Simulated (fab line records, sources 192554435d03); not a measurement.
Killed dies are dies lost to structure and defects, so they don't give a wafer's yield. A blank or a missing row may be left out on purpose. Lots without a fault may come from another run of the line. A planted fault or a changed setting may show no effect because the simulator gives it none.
Which tool did it? | flow n5_finfet | 7 lots, 21 wafers sampled, at 5 steps of a route of 1938

WHAT THE GAUGES READ, wafer by wafer
N5_BEOL_M10_CD_MEAS_18: pitch 140 nm, target cd 70 nm.
lot  | measured     | on        | cd_nm (nm)
L666 | day 10 18:50 | cd_sem-02 | 70.6 70.8 70.0
L669 | day 11 08:28 | cd_sem-02 | 70.0 69.7 69.7
L670 | day 11 22:40 | cd_sem-02 | - - -
L672 | day 12 06:19 | cd_sem-03 | 70.4 70.0 69.7
L680 | day 14 12:58 | cd_sem-02 | 70.0 69.6 70.1
L682 | day 15 00:43 | cd_sem-01 | 70.7 70.2 70.6
L684 | day 16 08:20 | cd_sem-02 | 70.1 69.6 69.1

WHICH TOOL RAN EACH LOT (tool, then ch and the chambers of the sampled wafers, then the start)
lot  | N5_BEOL_M9_CURE_72            | N5_BEOL_M9_DEGAS_44          | N5_BEOL_M10_HM_DEP_02        | N5_BEOL_M10_HM_OPEN_17
L666 | uv_cure-03 ch 1, day 10 12:50 | pvd_sputter-01, day 10 13:13 | pvd_sputter-01, day 10 17:23 | rie_metal-03 ch 0,1, day 10 18:28
L669 | uv_cure-02 ch 0, day 11 03:05 | pvd_sputter-01, day 11 03:34 | pvd_sputter-02, day 11 07:20 | rie_metal-02 ch 0,1, day 11 08:14
L670 | uv_cure-03 ch 2, day 11 16:23 | pvd_sputter-01, day 11 17:14 | pvd_sputter-01, day 11 21:31 | rie_metal-03 ch 1, day 11 22:22
L672 | uv_cure-01 ch 2, day 11 23:40 | pvd_sputter-03, day 12 00:25 | pvd_sputter-02, day 12 05:14 | rie_metal-01 ch 0,1, day 12 06:06
L680 | uv_cure-02 ch 2, day 14 05:44 | pvd_sputter-02, day 14 06:03 | pvd_sputter-02, day 14 11:46 | rie_metal-01 ch 0,1, day 14 12:43
L682 | uv_cure-01 ch 1, day 14 17:32 | pvd_sputter-01, day 14 18:04 | pvd_sputter-01, day 14 23:47 | rie_metal-01 ch 0, day 15 00:32
L684 | uv_cure-01 ch 2, day 16 00:26 | pvd_sputter-02, day 16 00:46 | pvd_sputter-01, day 16 07:09 | rie_metal-02 ch 0,1, day 16 08:01
- N5_BEOL_M9_CURE_72: cures SiCOH lowk, time 120 s.
- N5_BEOL_M9_DEGAS_44: time 60 s.
- N5_BEOL_M10_HM_DEP_02: deposits TiN, target thk 20 nm.
- N5_BEOL_M10_HM_OPEN_17: chemistry Cl2/BCl3, target TiN, target depth 20 nm, overetch 6 nm.

THE ANSWER, worked out from the rows above alone
Rule: what is usual is taken from the lots themselves. Put in order of their means at a reading, lots are off if they are a third of the lots or fewer, leave a main group of 4 or more, and stand apart from it by a gap of 3 or more times the standard deviation of the main group's means; of several such gaps the widest counts. A main group whose means are all the same, to the digits that the tables above print for the reading, isn't used. A lot without any number at a reading at which 4 lots or more have one is off too. The other lots that the step has rows for count as sound.
Off: L670, at N5_BEOL_M10_CD_MEAS_18 (cd_nm). Without a number there: L670. The main group: mean 70.0 nm, standard deviation 0.33.
A tool fits if, at a process step before that reading, it ran every lot that is off, and no sound lot after the first of them. The gauges at N5_BEOL_M10_CD_MEAS_18 are tried like those tools. Can't be told from this: 2 tools fit, uv_cure-03 at N5_BEOL_M9_CURE_72, rie_metal-03 at N5_BEOL_M10_HM_OPEN_17.

WHAT THE SIMULATOR HAD PUT IN
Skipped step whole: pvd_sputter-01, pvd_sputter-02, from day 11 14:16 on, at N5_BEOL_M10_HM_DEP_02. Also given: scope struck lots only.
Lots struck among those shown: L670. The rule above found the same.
